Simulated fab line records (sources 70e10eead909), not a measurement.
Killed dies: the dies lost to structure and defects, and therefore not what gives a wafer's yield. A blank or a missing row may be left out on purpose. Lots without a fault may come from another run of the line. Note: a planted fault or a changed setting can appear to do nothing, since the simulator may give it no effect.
fab line records	flow nandHarc
record lots=14	wafers=40	lastDay=24
route steps=1159 shown A_CONTACT@944 END@1159
lots untouched by any fault: they come from a run of this same line in which no faults occurred
startH: hours from the record's opening day to when the first of the lot's shown wafers began	waitH: hours elapsed since this lot's preceding step	" as in the row above	L1.1+2: one row covering several wafers at once	- no value present, or no start provided	* or withheld: withheld	< > ~ a bound
route shown NAME@n: names a module that has steps shown in the file, with the first one's number in the route	usual: mean/standard deviation of fault-free wafers	same: alike in all rows	chamber/n: place in a boat	sites: per-site readings	_std_site: the standard deviation of these	_edge_site: mean of outer sites minus mean of inner sites	radiusMm: for every site, how far away it sits from the centre of the wafer	mask NAME#n: copy n	behind: the tool/chamber that last shaped the wafer	hold: what put the lot on hold/how long, in hours/how the hold closed	device: which transistor (n, p or np) failed to switch	end of line: the route-end tests of the same wafers	a step with no rows: only its recipe	killed: dies lost to structure and defects at the first sort, not the wafer's yield	map: a wafer's dies, marking killed ones x, the rest . and places with no die _
set.NAME: setting as actually run; set.NAME@STEP: the setting as run at that earlier step	model.NAME: the simulator's own value behind a step, which no gauge read
a sample of lots followed through the steps of the route, with each step as a table and each wafer as a row
services: the hour from which a tool's chamber was out of use, counted from the record's first day as startH (under 0 if before that day), plus the number of hours and why
## steps
# step NHARC_A_CONTACT_ETCH_135
# recipe sourceW=withheld	pressureMtorr=20	biasV=3000	timeS=132	targetDepthA=12870	arFlowSccm=withheld	c4f8FlowSccm=withheld	o2FlowSccm=withheld	chemistry=C4F8/O2/Ar
lot.wafer	tool	chamber	startH	waitH	rfHoursCounterH
L952.2	harCapEtch-03	0	384.90	0.2	80
L952.4	"	1	"	"	-
L952.5	"	0	"	"	-
L953.4	harCapEtch-02	0	391.05	0.1	-
L953.3	"	1	"	"	-
L953.6	"	0	"	"	-
L954.2	harCapEtch-02	1	405.33	0.2	15
L954.4	"	1	"	"	-
L954.5	"	0	"	"	-
L956.4	harCapEtch-02	1	409.89	0.1	-
L956.3	"	0	"	"	-
L956.5	"	0	"	"	-
L955.2	harCapEtch-02	0	415.09	0.2	17
L955.1	"	1	"	"	17
L955.4	"	1	"	"	-
L958.3	harCapEtch-01	1	425.13	0.1	-
L958.4	"	0	"	"	-
L958.5	"	0	"	"	-
L959.2	harCapEtch-01	0	427.66	0.2	65
L959.3	"	0	"	"	-
L959.6	"	1	"	"	-
L960.3	harCapEtch-03	1	439.83	0.1	-
L960.4	"	0	"	"	-
L960.6	"	1	"	"	-
L962.1	harCapEtch-02	0	444.73	0.2	23
L962.3	"	0	"	"	-
L962.6	"	0	"	"	-
L963.4	harCapEtch-02	0	452.53	0.1	-
L963.3	"	1	"	"	-
L963.5	"	1	"	"	-
L965.2	harCapEtch-02	0	465.25	0.2	28
L965.6	"	0	"	"	-
L967.2	harCapEtch-02	0	470.93	0.2	28
L967.1	"	1	"	"	28
L974.2	harCapEtch-02	0	508.16	0.3	34
L974.4	"	1	"	"	-
L974.6	"	1	"	"	-
L975.1	harCapEtch-02	0	519.48	0.2	35
L975.2	"	1	"	"	35
L975.4	"	0	"	"	-
# step NHARC_A_CONTACT_ETCH_138
# recipe sourceW=withheld	pressureMtorr=20	biasV=3000	timeS=132	targetDepthA=12890	arFlowSccm=withheld	c4f8FlowSccm=withheld	o2FlowSccm=withheld	chemistry=C4F8/O2/Ar
lot.wafer	tool	chamber	startH	waitH	rfHoursCounterH
L952.2	harCapEtch-03	0	385.27	0.1	80
L952.4	"	1	"	"	-
L952.5	"	0	"	"	-
L953.4	harCapEtch-02	0	391.42	0.1	-
L953.3	"	1	"	"	-
L953.6	"	0	"	"	-
L954.2	harCapEtch-02	1	405.69	0.1	15
L954.4	"	1	"	"	-
L954.5	"	0	"	"	-
L956.4	harCapEtch-02	1	410.25	0.1	-
L956.3	"	0	"	"	-
L956.5	"	0	"	"	-
L955.2	harCapEtch-02	0	415.45	0.1	17
L955.1	"	1	"	"	17
L955.4	"	1	"	"	-
L958.3	harCapEtch-01	1	425.50	0.1	-
L958.4	"	0	"	"	-
L958.5	"	0	"	"	-
L959.2	harCapEtch-01	0	428.03	0.1	66
L959.3	"	0	"	"	-
L959.6	"	1	"	"	-
L960.3	harCapEtch-03	1	440.20	0.1	-
L960.4	"	0	"	"	-
L960.6	"	1	"	"	-
L962.1	harCapEtch-02	0	445.09	0.1	23
L962.3	"	0	"	"	-
L962.6	"	0	"	"	-
L963.4	harCapEtch-02	0	452.89	0.1	-
L963.3	"	1	"	"	-
L963.5	"	1	"	"	-
L965.2	harCapEtch-02	0	465.62	0.1	28
L965.6	"	0	"	"	-
L967.2	harCapEtch-02	0	471.30	0.1	29
L967.1	"	1	"	"	29
L974.2	harCapEtch-02	0	508.81	0.2	34
L974.4	"	1	"	"	-
L974.6	"	1	"	"	-
L975.1	harCapEtch-02	0	519.96	0.1	35
L975.2	"	1	"	"	35
L975.4	"	0	"	"	-
# step NHARC_A_CONTACT_ALD_18
# recipe targetThkA=30	pulseTimeS=1	aldCycles=150	tempC=450	material=TiN
# usual aldCycles=150/0	heaterPowerW=1126/82	precursorPulseHeightRel=1.003/0.019
lot.wafer	tool	chamber	startH	waitH	aldCycles	heaterPowerW	precursorPulseHeightRel
L952.2	aldMetal-01	3	387.02	-	150	1129	1.011
L952.4	"	1	"	"	150	942	1.005
L952.5	"	2	"	"	150	1147	1.005
L953.3	aldMetal-04	2	393.08	-	150	1069	1.024
L953.4	"	3	"	"	150	1105	1.051
L953.6	"	2	"	"	150	1090	1.022
L954.4	aldMetal-01	2	407.39	-	150	1184	1.007
L954.2	"	3	"	"	150	1142	1.038
L954.5	"	2	"	"	150	1196	1.007
L956.4	aldMetal-01	3	411.89	-	150	1105	0.998
L956.3	"	2	"	"	150	1177	1.010
L956.5	"	0	"	"	150	1093	1.007
L955.2	aldMetal-01	2	417.26	-	150	1203	1.026
L955.4	"	3	"	"	150	1103	1.025
L955.1	"	0	"	"	150	1075	1.003
L958.3	aldMetal-03	0	427.39	-	150	1208	0.999
L958.4	"	1	"	"	150	1101	1.016
L958.5	"	3	"	"	150	1254	0.994
L959.2	aldMetal-04	3	429.70	-	150	1140	0.985
L959.3	"	0	"	"	150	1211	1.018
L959.6	"	3	"	"	150	1168	1.000
L960.3	aldMetal-01	3	441.92	-	150	1108	0.997
L960.4	"	0	"	"	150	1098	0.991
L960.6	"	3	"	"	150	1136	0.923
L962.1	aldMetal-04	2	446.87	-	150	1043	1.014
L962.3	"	0	"	"	150	1215	1.034
L962.6	"	1	"	"	150	1104	0.987
L963.3	aldMetal-04	1	454.52	-	150	1072	0.982
L963.4	"	3	"	"	150	1142	1.021
L963.5	"	1	"	"	150	1097	1.004
L965.2	aldMetal-04	2	467.63	-	139	1053	1.005
L965.6	"	0	"	"	150	1200	1.039
L967.1	aldMetal-04	3	473.02	-	139	1179	1.007
L967.2	"	0	"	"	139	1203	1.033
L974.2	aldMetal-03	3	510.89	-	150	1172	1.016
L974.4	"	1	"	"	150	1021	0.994
L974.6	"	2	"	"	150	1112	1.033
L975.2	aldMetal-03	0	521.69	-	150	1137	0.985
L975.4	"	1	"	"	150	1015	0.982
L975.1	"	3	"	"	150	1208	1.014
# step NHARC_A_CONTACT_INSPECT_23
# usual rawDefectCount=412/130
lot.wafer	tool	chamber	startH	waitH	rawDefectCount
L952.2	defectInspect-02	-	394.19	0.1	332
L952.4	"	-	"	"	372
L952.5	"	-	"	"	255
L953.3	defectInspect-01	-	395.90	0.1	382
L953.4	"	-	"	"	294
L953.6	"	-	"	"	251
L954.2	defectInspect-01	-	411.54	0.1	303
L954.4	"	-	"	"	337
L954.5	"	-	"	"	563
L956.3	defectInspect-02	-	413.39	0.1	345
L956.4	"	-	"	"	413
L956.5	"	-	"	"	439
L955.1	defectInspect-02	-	424.62	0.1	419
L955.2	"	-	"	"	475
L955.4	"	-	"	"	556
L958.3	defectInspect-01	-	429.70	0.1	351
L958.4	"	-	"	"	476
L958.5	"	-	"	"	403
L959.2	defectInspect-01	-	431.19	0.1	317
L959.3	"	-	"	"	209
L959.6	"	-	"	"	309
L960.3	defectInspect-02	-	443.97	0.1	312
L960.4	"	-	"	"	458
L960.6	"	-	"	"	359
L962.1	defectInspect-01	-	456.01	0.1	259
L962.3	"	-	"	"	286
L962.6	"	-	"	"	326
L963.3	defectInspect-01	-	459.57	0.1	397
L963.4	"	-	"	"	378
L963.5	"	-	"	"	403
L965.2	defectInspect-01	-	469.08	0.1	364
L965.6	"	-	"	"	282
L967.1	defectInspect-02	-	475.84	0.1	677
L967.2	"	-	"	"	352
L974.2	defectInspect-01	-	515.45	0.1	461
L974.4	"	-	"	"	445
L974.6	"	-	"	"	388
L975.1	defectInspect-02	-	523.18	0.1	263
L975.2	"	-	"	"	418
L975.4	"	-	"	"	491
# step NHARC_END_SORT_01
# recipe tempC=25
# usual killedAtArray=27/11	killedAtOther=0.8/1.4	killedAtPeriphery=3.3/2	killedDies=31/11	killedOpen=3.4/1.8	killedShort=2.1/1.3
# same grossDies=677
lot.wafer	tool	chamber	startH	waitH	killedAtArray	killedAtOther	killedAtPeriphery	killedDies	killedOpen	killedShort
L967.1	prober-02	0	538.28	2.5	38	2	3	43	3	2
L967.2	prober-02	0	539.09	2.8	34	1	3	38	2	4
# killed by level:class
L967.1 A_CHANNEL_HOLE_D1:chamberFilmFlake=20 A_SLIT:chamberFilmFlake=10 A_STAIRCASE:chamberFilmFlake=5 P_GATE:chamberFilmFlake=2 P_CONTACT:geometricParticle:open=1 A_CHANNEL_HOLE_D1:geometricParticle:open=1 A_SGD_CUT:geometricParticle:short=1 A_M0:geometricParticle:open=1
L967.2 A_CHANNEL_HOLE_D1:chamberFilmFlake=15 A_SLIT:chamberFilmFlake=11 P_GATE:chamberFilmFlake=3 A_WL_FILL:geometricParticle:short=2 A_CHANNEL_FILL_D1:geometricParticle:short=1 A_CONTACT:geometricParticle:short=1 A_CONTACT:geometricParticle:open=1 A_BLC:geometricParticle:open=1
## services
tool	chamber	startH	hours	kind
harCapEtch-03	-	365.53	5.1	repair
harCapEtch-01	-	398.89	0.1	repair
aldMetal-04	-	406.14	10.0	pm
aldMetal-04	0	406.14	10.0	ventCycle
aldMetal-04	1	406.14	10.0	ventCycle
aldMetal-04	2	406.14	10.0	ventCycle
aldMetal-04	3	406.14	10.0	ventCycle
harCapEtch-02	-	407.55	0.5	repair
aldMetal-04	0	416.14	-	clean
aldMetal-04	1	416.14	-	clean
aldMetal-04	2	416.14	-	clean
aldMetal-04	3	416.14	-	clean
aldMetal-01	-	458.00	10.0	pm
aldMetal-01	0	458.00	10.0	ventCycle
aldMetal-01	1	458.00	10.0	ventCycle
aldMetal-01	2	458.00	10.0	ventCycle
aldMetal-01	3	458.00	10.0	ventCycle
aldMetal-01	0	468.00	-	clean
aldMetal-01	1	468.00	-	clean
aldMetal-01	2	468.00	-	clean
aldMetal-04	2	475.91	26.8	repair
aldMetal-04	1	480.79	27.0	repair
aldMetal-01	3	497.40	11.6	repair
aldMetal-03	-	500.00	10.0	pm
## key
firstSign step=NHARC_A_CONTACT_ALD_18	reading=aldCycles	direction=down	sigmas=99+	usual=150	struck=139
effect none on later readings
metAt NHARC_A_CONTACT_ALD_18
struckLots L965,L967
struckWafers L965.2,L967.1,L967.2
sortLeftOut L965.2
testerLeftOut L965,L967
notActingAt NHARC_A_CONTACT_ETCH_135,NHARC_A_CONTACT_ETCH_138,NHARC_A_CONTACT_INSPECT_23
onsetBetween 454.52 467.63
fault kind=processParameterDrift	tool=aldMetal-04	chamber=-	onsetH=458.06	steps=NHARC_A_CONTACT_ALD_18	channel=aldCycles	offset=-11	shape=step	endH=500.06	scope=struckWafersOnly	actsIn=theseRecipesOnly	stated=150
# testerLeftOut: of these lots the tester's yield and bins aren't shown, on N5 and GAA mostly nor the transistor test; their killed dies are dies lost to structure and defects alone, not to doping, threshold or leakage, so they don't give the yield
# sortLeftOut: the simulated sort isn't trusted on such a fault, so these wafers' sort isn't shown, and their yield isn't known
